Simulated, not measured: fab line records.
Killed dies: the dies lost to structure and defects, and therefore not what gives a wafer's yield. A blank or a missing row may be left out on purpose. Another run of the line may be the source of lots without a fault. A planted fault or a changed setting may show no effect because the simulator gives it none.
Matching of chambers	flow nand_harc	NHARC_P_BONDPAD_DESCUM_11 on rie_diel-08: 4 sister chambers
The step chemistry O2, time 3 s. 24 wafers are shown with their chamber, then 12 later ones without.

== WAFERS, EACH WITH ITS CHAMBER ==
wafer	chamber	drypump_motor_current_A (A)	oes_product_au (a.u.)	rf_vpp_V (V)
L074.1	0	5.5	1.010	56.4
L074.2	2	5.1	1.009	56.9
L074.3	3	6.4	1.000	58.8
L076.1	3	6.5	0.988	59.1
L076.4	1	5.3	0.994	56.9
L076.5	2	5.1	1.008	57.3
L078.1	1	5.3	0.994	57.7
L078.2	0	5.5	1.012	58.4
L078.3	2	5.1	1.000	58.0
L079.1	0	5.5	1.008	57.1
L079.2	1	5.2	0.998	58.2
L079.3	3	6.4	0.997	57.6
L082.1	3	6.4	1.000	58.5
L082.2	2	5.1	1.002	57.5
L082.3	0	5.6	0.996	57.9
L085.1	0	5.5	1.008	56.8
L085.4	3	6.5	0.999	58.9
L085.5	0	5.5	1.001	57.7
L088.2	0	5.5	1.002	57.6
L088.4	2	5.1	1.014	57.0
L088.5	0	5.5	1.007	59.0
L090.1	2	5.1	0.999	56.6
L090.3	0	5.5	0.995	57.0
L090.6	2	5.1	1.010	56.1

SIGNATURES (averages over the wafers above)
reading	chamber 0	chamber 1	chamber 2	chamber 3	scatter within a chamber
drypump_motor_current_A	5.511	5.267	5.100	6.440	0.0371
oes_product_au	1.00433	0.99533	1.00600	0.99680	0.0055
rf_vpp_V	57.544	57.600	57.057	58.580	0.704
Rule: a wafer lies at a distance from a chamber equal to the root of the sum of squares, over the readings, of (its reading less the chamber's mean, divided by the reading's scatter). The wafer belongs to the nearest chamber; if the next one is less than 2 further off, it can't be placed. The scatter: take each reading less its chamber's mean, square it, sum over the shown wafers, divide by the number of wafers less the number of chambers, and take the root.

== WAFERS WITHOUT THEIR CHAMBER ==
wafer	drypump_motor_current_A (A)	oes_product_au (a.u.)	rf_vpp_V (V)
L091.2	6.5	1.000	58.2
L091.3	5.3	1.006	58.9
L091.4	5.1	1.001	59.1
L094.1	5.5	0.997	57.5
L094.3	5.1	1.000	56.8
L094.6	6.4	1.011	60.6
L096.1	6.5	0.993	58.0
L096.2	5.5	0.991	56.9
L096.5	5.5	0.996	59.1
L097.2	5.3	1.011	58.4
L097.3	6.4	1.004	57.2
L097.4	5.5	1.009	57.9

== WHICH CHAMBER EACH WENT THROUGH ==
wafer	from the rows above	in truth
L091.2	3	3
L091.3	1	1
L091.4	2	2
L094.1	0	0
L094.3	2	2
L094.6	3	3
L096.1	3	3
L096.2	0	0
L096.5	0	0
L097.2	1	1
L097.3	3	3
L097.4	0	0
Correct placement for 12 of the 12. Not placeable from these rows: 0. Placed wrongly: 0.
